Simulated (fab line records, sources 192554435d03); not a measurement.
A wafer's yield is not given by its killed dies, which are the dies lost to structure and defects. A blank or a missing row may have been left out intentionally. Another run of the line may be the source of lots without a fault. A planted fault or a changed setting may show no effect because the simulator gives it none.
Comparing a struck lot with a sound one / flow n5Finfet / 14 out of 1938 route steps
Sound: the wafers L495.1, L495.4, L495.6. The struck wafers were L484.3, L484.4, L484.5. The cause is named last.
Order at every step that has rows: each side's tool, ch and its chambers, its first start. Under that, the readings that differ: sound wafers / struck wafers / difference of the means / sigmas: that difference in standard deviations of wafers without a fault.
alike: same words and numbers on both sides, and readings whose means sit less than 2 such deviations apart. not compared: any withheld reading, any reading some wafer has no value for, any bound like >300 that may hide the same value, and any number with overlapping values for which the record gives no deviation.
Wherever a step has rows on one side only, a row that says differs or no value, or a row with sigmas, the two part there. Numbers that don't overlap but have no deviation are shown without sigmas and don't part them. A reading missing from all wafers of one side parts the sides only when that side holds two or more wafers.

first, 1 step without rows for these wafers: N5_BEOL_M5_STRIP_73 (strips in N2/H2).
N5_BEOL_M5_STRIP_64: strips in CF4.
  sound on rieDiel-02 ch 0,2, day 13 01:43; struck on rieDiel-03 ch 1,2, day 10 19:17
reading=throttleValvePct (%); sound=13.08 13.29 13.07; struck=14.01 13.40 14.03; difference=+0.67; sigmas=+3
  alike: drypumpMotorCurrentA, oesProductAu, rfVppV, showerheadPlenumPTorr
  not compared: rfHoursCounterH
N5_BEOL_M5_HM_OPEN_17: chemistry Cl2/BCl3, target TiN, target depth 20 nm, overetch 6 nm.
  sound on rieMetal-01 ch 1, day 13 01:46; struck on rieMetal-03 ch 0,1, day 10 19:22
  alike: drypumpMotorCurrentA, oesProductAu, throttleValvePct
  not compared: rfHoursCounterH
N5_BEOL_M5_STRIP_19: strips in O2.
  sound on rieDiel-03 ch 0,1, day 13 02:05; struck on rieDiel-03 ch 1,3, day 10 19:26
  alike: drypumpMotorCurrentA, oesProductAu, rfVppV, showerheadPlenumPTorr, throttleValvePct
  not compared: rfHoursCounterH
N5_BEOL_M5_CD_MEAS_18: pitch 56 nm, target cd 28 nm.
  sound on cdSem-03 at day 13 02:10; struck on cdSem-01 at day 10 19:31
  alike: cdNm
then, 7 steps without rows for these wafers: N5_BEOL_M5_COAT_65 (time 60 s, resist thk 60 nm); N5_BEOL_M5_COAT_66 (time 60 s, resist thk 12 nm); N5_BEOL_M5_COAT_74 (time 60 s, resist thk 5 nm); N5_BEOL_M5_COAT_22 (resist thk 30 nm); N5_BEOL_M5_EBR_24; N5_BEOL_M5_SOFTBAKE_23 (time 60 s); N5_BEOL_M5_EXPOSE_25 (exposes mask V4, defocus 10 nm).
N5_BEOL_M5_PEB_26: peb time 60 s.
  sound on lithoTrack-03 ch 0, day 13 03:22; struck on lithoTrack-03, day 10 21:59
  no value came back on the struck wafers for chillPlateTempC (C), exhaustPa (Pa); on the sound wafers chillPlateTempC (C) reads 22.86 22.83 22.72
then, 1 step without rows for these wafers: N5_BEOL_M5_DEVELOP_27 (develop time 30 s).

WHERE THEY PART
First at N5_BEOL_M5_STRIP_64; last, within this record, at N5_BEOL_M5_PEB_26.

WHY: what the simulator had put in
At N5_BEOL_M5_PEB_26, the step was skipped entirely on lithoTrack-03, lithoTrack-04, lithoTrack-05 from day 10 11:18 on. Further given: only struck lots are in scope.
